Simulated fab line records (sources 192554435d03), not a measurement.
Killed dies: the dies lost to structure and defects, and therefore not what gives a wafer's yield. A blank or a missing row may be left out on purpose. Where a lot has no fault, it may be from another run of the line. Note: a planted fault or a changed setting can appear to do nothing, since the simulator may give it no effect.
Comparing a struck lot with a sound one	flow n5 finfet	15 out of 1938 route steps
Sound: the wafers L992.1, L992.2, L992.5. Struck: wafers L101.3, L101.5. (L101.4 of the same lot was not struck and is left out.) The cause comes at the end.
At each step with rows: each side's tool, then ch and its chambers, then its first start. Under that, the readings that differ: sound wafers	struck wafers	difference of the means	sigmas: that difference in standard deviations of wafers without a fault.
alike: readings with means less than 2 such deviations apart, plus words and numbers identical on both sides. not compared: withheld readings, readings lacking a value on some wafer, bounds such as >300 that could conceal the same value, and numbers that have no deviation in the record and whose values overlap.
The two part at a step that has a row with sigmas, a row that says differs or no value, or rows on one side only. Numbers that don't overlap but have no deviation are shown without sigmas and don't part them. Lack of a reading on every wafer of one side parts them only where that side has two or more wafers.

first, 3 steps without rows for these wafers: N5_BEOL_M7_EXPOSE_25 (exposes mask V6, target cd 40 nm); N5_BEOL_M7_PEB_26 (peb time 60 s); N5_BEOL_M7_DEVELOP_27 (develop time 30 s).
N5_BEOL_M7_CD_MEAS_28: the cd target is 40 nm.
  sound on cd sem-01 ch 0, day 12 07:12; struck on cd sem-02 ch 0, day 14 07:14
  alike: cd nm
N5_BEOL_M7_OVL_MEAS_29:
  sound on overlay-02 ch 0, day 12 07:14; struck on overlay-01 ch 0, day 14 07:16
  alike: V6_OVL
N5_BEOL_M7_INSPECT_30: inspects for defects (brightfield).
  sound: defect inspect-01 at day 12 07:17; struck: defect inspect-01 at day 14 07:19
  alike: raw defect count
N5_BEOL_M7_DESCUM_33: chemistry O2, time 7 s.
  sound on rie diel-02 ch 0,1,3, day 12 07:19; struck on rie diel-02 ch 0,2, day 14 07:21
  alike: bias power w, drypump motor current A, oes product au, rf vpp V, showerhead plenum p Torr, throttle valve pct
  not compared: rf hours counter h
N5_BEOL_M7_ETCH_72: etches underlayer in N2/H2, target depth 6.5 nm, time 5.2 s.
  sound on rie diel-02 ch 0,1,3, day 12 07:22; struck on rie diel-02 ch 0,2, day 14 07:23
  alike: drypump motor current A, etch rf on time s, h2 flow sccm, oes product au, rf vpp V, showerhead plenum p Torr, throttle valve pct
  not compared: rf hours counter h
N5_BEOL_M7_ETCH_65: etches SiARC in CF4, target depth 15.6 nm, time 26 s.
  sound on rie diel-02 ch 0,1,3, day 12 07:22; struck on rie diel-02 ch 0,2, day 14 07:25
  alike: drypump motor current A, etch rf on time s, oes product au, rf vpp V, showerhead plenum p Torr, throttle valve pct
  not compared: rf hours counter h
N5_BEOL_M7_ETCH_66: etches SOC in N2/H2, target depth 80 nm, overetch 16 nm, time 120 s.
  sound on rie diel-02 ch 0,1,3, day 12 07:24; struck on rie diel-02 ch 0,2, day 14 07:26
  alike: drypump motor current A, h2 flow sccm, oes product au, rf vpp V, showerhead plenum p Torr, throttle valve pct
  not compared: rf hours counter h
then, 2 steps without rows for these wafers: N5_BEOL_M7_STRIP_69 (strips in N2/H2); N5_BEOL_M7_STRIP_73 (strips in N2/H2).
N5_BEOL_M7_VIA_ETCH_34: etches SiCOH lowk in C4F6/O2, target depth 125.5 nm, time 50.5 s.
  sound on rie diel-02 ch 0,1,3, day 12 07:30; struck on rie diel-02 ch 0,2, day 14 07:32
reading	sound	struck	difference	sigmas
model.etch.depth nm (nm)	122.7 125.4 121.5	180.4 177.7	+55.9	
model.SOC_of_BEOL_M7_COAT_63.thk nm (nm)	54.4 53.8 54.2	51.2 51.4	-2.8	
model.BEOL_M7.cd nm (nm)	39.6 39.8 39.8	41 40.8	+1	
  alike: drypump motor current A, oes_ar_750_au, oes product au, rf vpp V, showerhead plenum p Torr, throttle valve pct
  not compared: rf hours counter h
then, 1 step without rows for these wafers: N5_BEOL_M7_STRIP_76 (strips in C4F6/O2).
-- record jumps: 3 days separate the struck wafers' starts on either side; left off in module BEOL_M7, taken up again in module PASSIVATION, whose first shown step is the route's number 1936 --
N5_PASSIVATION_PROBE_49:
  sound: prober-02 at day 15 12:07; struck: prober-01 at day 17 17:21
reading	sound	struck	difference	sigmas
defect limited yield (%)	92.3 92.4 93.4	89.3 88.5	-3.8	-3
killed_at_M0_to_M3	20 21 25	46 52	+27	+2
killed at front end	38 36 31	65 64	+30	+2
killed dies	91 90 78	126 136	+45	+2
killed short	33 21 25	50 46	+22	+3
sort_bin_6_memory (%)	3.1 3.1 1.8	4.4 4.9	+2.0	+3
sort n pass	1089 1090 1102	1054 1044	-45	-2
sort yield pct (%)	92.3 92.4 93.4	89.3 88.5	-3.8	-3
  alike: killed_at_M4_up, killed at contacts, killed at other, killed open, sort_bin_5_function

## WHERE THEY PART
Only at N5_PASSIVATION_PROBE_49, as far as this record shows.

WHY: whatever the simulator had introduced
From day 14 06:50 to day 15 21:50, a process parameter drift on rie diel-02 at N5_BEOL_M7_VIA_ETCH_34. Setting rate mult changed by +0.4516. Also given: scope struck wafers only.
